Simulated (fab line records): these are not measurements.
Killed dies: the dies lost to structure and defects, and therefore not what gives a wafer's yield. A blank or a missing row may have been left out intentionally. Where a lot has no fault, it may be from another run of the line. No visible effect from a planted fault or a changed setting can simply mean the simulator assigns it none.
Lot-split experiment ; flow n5Finfet ; 21 wafers read across 7 lots, on a route 1938 steps long

ABOUT THE SPLIT
At N5_BEOL_M3_DESCUM_33 (chemistry O2, time 7 s), the setting timeS was moved away from the recipe's 7 s on 8 of the 21 wafers read, by -13.4% to +12.7%. For the rest of the wafers, this setting stayed at what the recipe calls for.

Reading taken at the split's own step.

THE READING
CAR-EUV_of_BEOL_M3_COAT_22.thkNm (the simulator's own value, which no gauge read), in nm, at N5_BEOL_M3_DESCUM_33 (chemistry O2, time 7 s). The file does not state a usual value for it. Here, 13 wafers ran the recipe; their average is 26.0 nm with a standard deviation of 0.053 nm.

wafer;tool, chamber at the split;timeS as run, s;against the recipe;CAR-EUV_of_BEOL_M3_COAT_22.thkNm, nm;against lot-mates on the recipe
L074.3;rieDiel-01, 0;7.675;+9.6%;25.8;-0.2
L074.4;rieDiel-01, 3,0;7;recipe;26;-
L074.6;rieDiel-01, 3,0;7;recipe;26;-
L075.1;rieDiel-01, 1;7;recipe;26.2;-
L075.3;rieDiel-01, 0,3;7;recipe;26;-
L075.4;rieDiel-01, 0,3;7;recipe;26;-
L079.1;rieDiel-01, 1;6.538;-6.6%;26.2;+0.2
L079.3;rieDiel-01, 3;6.538;-6.6%;26;+0.0
L079.6;rieDiel-01, 0;7;recipe;26;-
L083.2;rieDiel-06, 3,1;7;recipe;26;-
L083.4;rieDiel-06, 3,1;7;recipe;26;-
L083.6;rieDiel-06, 0;7.419;+6.0%;25.8;-0.2
L087.1;rieDiel-01, 1;6.061;-13.4%;26.6;+0.6
L087.6;rieDiel-01, 1;6.061;-13.4%;26.6;+0.6
L087.4;rieDiel-01, 2;7;recipe;26;-
L090.3;rieDiel-06, 1;7.586;+8.4%;25.6;-0.4
L090.4;rieDiel-06, 0,1;7;recipe;26;-
L090.5;rieDiel-06, 0,1;7;recipe;26;-
L091.2;rieDiel-06, 0;7.887;+12.7%;25.6;-0.4
L091.5;rieDiel-06, 0,1;7;recipe;26;-
L091.6;rieDiel-06, 0,1;7;recipe;26;-
If several chambers appear in one row, that row covers several wafers at once and the file leaves open which wafer was in which chamber.

FIT RESULTS
A straight line over all 21 wafers: CAR-EUV_of_BEOL_M3_COAT_22.thkNm changes by -0.0359 nm for each +1% of timeS; r = -0.93; the points scatter about the line by 0.091 nm.
The same after taking each lot's own level away (the mean of its wafers on the recipe; 21 wafers): -0.0359 nm for each +1%; r = -0.94; scatter 0.088 nm.
According to that fit, moving timeS by its largest amount changes the reading by 0.48 nm.
The span of the lots' own levels, 26.00 to 26.07 nm, comes to 1.3 times the standard deviation stated above.
So the lot-to-lot level changes the slope little: the two slopes agree.
Check: with one of the wafers moved furthest among these (-13.4%) left out of the fit, the line predicts +0.444 nm for it against its lot-mates. Against them it came out at +0.6 nm.

THE FILE'S OWN FIT
CAR-EUV_of_BEOL_M3_COAT_22.thkNm changes by -0.0347 nm for each +1% of timeS, r = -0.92.
